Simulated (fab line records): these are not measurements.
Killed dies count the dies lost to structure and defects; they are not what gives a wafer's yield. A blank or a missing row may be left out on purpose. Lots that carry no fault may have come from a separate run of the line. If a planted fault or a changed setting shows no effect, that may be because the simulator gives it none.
Chamber matching || flow nand harc || 4 sister chambers for NHARC_P_M0_CMP_23 on cmp-03
The step polishes, t overpolish 20 s, target thk 117.54 nm. 14 wafers are shown with their chamber, then 7 later ones without.

## WAFERS WITH THEIR CHAMBER
{"wafer": "L077.1", "chamber": 0, "motor current A (A)": 12.2, "time to endpoint s (s)": 32.1}
{"wafer": "L077.2", "chamber": 1, "motor current A (A)": 11.0, "time to endpoint s (s)": 29.6}
{"wafer": "L077.5", "chamber": 0, "motor current A (A)": 12.1, "time to endpoint s (s)": 30.3}
{"wafer": "L079.1", "chamber": 3, "motor current A (A)": 11.3, "time to endpoint s (s)": 30.5}
{"wafer": "L079.5", "chamber": 2, "motor current A (A)": 11.1, "time to endpoint s (s)": 28.0}
{"wafer": "L079.6", "chamber": 1, "motor current A (A)": 11.7, "time to endpoint s (s)": 30.8}
{"wafer": "L088.1", "chamber": 1, "motor current A (A)": 11.1, "time to endpoint s (s)": 29.5}
{"wafer": "L088.3", "chamber": 3, "motor current A (A)": 10.9, "time to endpoint s (s)": 30.4}
{"wafer": "L088.4", "chamber": 2, "motor current A (A)": 10.9, "time to endpoint s (s)": 27.5}
{"wafer": "L091.3", "chamber": 3, "motor current A (A)": 11.9, "time to endpoint s (s)": 27.8}
{"wafer": "L091.5", "chamber": 1, "motor current A (A)": 11.3, "time to endpoint s (s)": 24.2}
{"wafer": "L091.6", "chamber": 0, "motor current A (A)": 12.5, "time to endpoint s (s)": 28.3}
{"wafer": "L093.1", "chamber": 0, "motor current A (A)": 12.3, "time to endpoint s (s)": 28.9}
{"wafer": "L093.4", "chamber": 2, "motor current A (A)": 11.1, "time to endpoint s (s)": 26.9}

SIGNATURES, as means of the wafers listed above
{"reading": "motor current A", "chamber 0": 12.275, "chamber 1": 11.275, "chamber 2": 11.033, "chamber 3": 11.367, "scatter within a chamber": 0.301}
{"reading": "time to endpoint s", "chamber 0": 29.900, "chamber 1": 28.525, "chamber 2": 27.467, "chamber 3": 29.567, "scatter within a chamber": 2}
Rule: distance of a wafer from a chamber = root of the sum over the readings of ((wafer's reading minus chamber's mean) / reading's scatter) squared. The wafer belongs to the nearest chamber; if the next one is less than 2 further off, it can't be placed. How the scatter is found: for the shown wafers, subtract from each reading the mean of its chamber, square and add these, divide the total by (wafers less chambers), then take the root.

## WAFERS WHOSE CHAMBER IS MISSING
{"wafer": "L093.6", "motor current A (A)": 11.8, "time to endpoint s (s)": 27.8}
{"wafer": "L096.2", "motor current A (A)": 11.9, "time to endpoint s (s)": 28.0}
{"wafer": "L096.3", "motor current A (A)": 12.3, "time to endpoint s (s)": 32.6}
{"wafer": "L096.4", "motor current A (A)": 11.5, "time to endpoint s (s)": 25.5}
{"wafer": "L097.1", "motor current A (A)": 11.3, "time to endpoint s (s)": 26.4}
{"wafer": "L097.3", "motor current A (A)": 11.7, "time to endpoint s (s)": 27.4}
{"wafer": "L097.6", "motor current A (A)": 11.1, "time to endpoint s (s)": 28.7}

## EACH ONE'S CHAMBER
{"wafer": "L093.6", "from the rows above": "can't be placed: 3 or 1 or 0 or 2", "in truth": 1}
{"wafer": "L096.2", "from the rows above": "can't be placed: 0 or 3 or 1 or 2", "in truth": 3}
{"wafer": "L096.3", "from the rows above": 0, "in truth": 0}
{"wafer": "L096.4", "from the rows above": "can't be placed: 1 or 2 or 3 or 0", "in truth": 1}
{"wafer": "L097.1", "from the rows above": "can't be placed: 2 or 1 or 3", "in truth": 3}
{"wafer": "L097.3", "from the rows above": "can't be placed: 1 or 3 or 2 or 0", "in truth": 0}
{"wafer": "L097.6", "from the rows above": "can't be placed: 1 or 2 or 3", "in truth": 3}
1 of 7 placed correctly. Can't be placed from these rows: 6 (the true chamber is among the candidates in 6). Wrongly placed: 0.
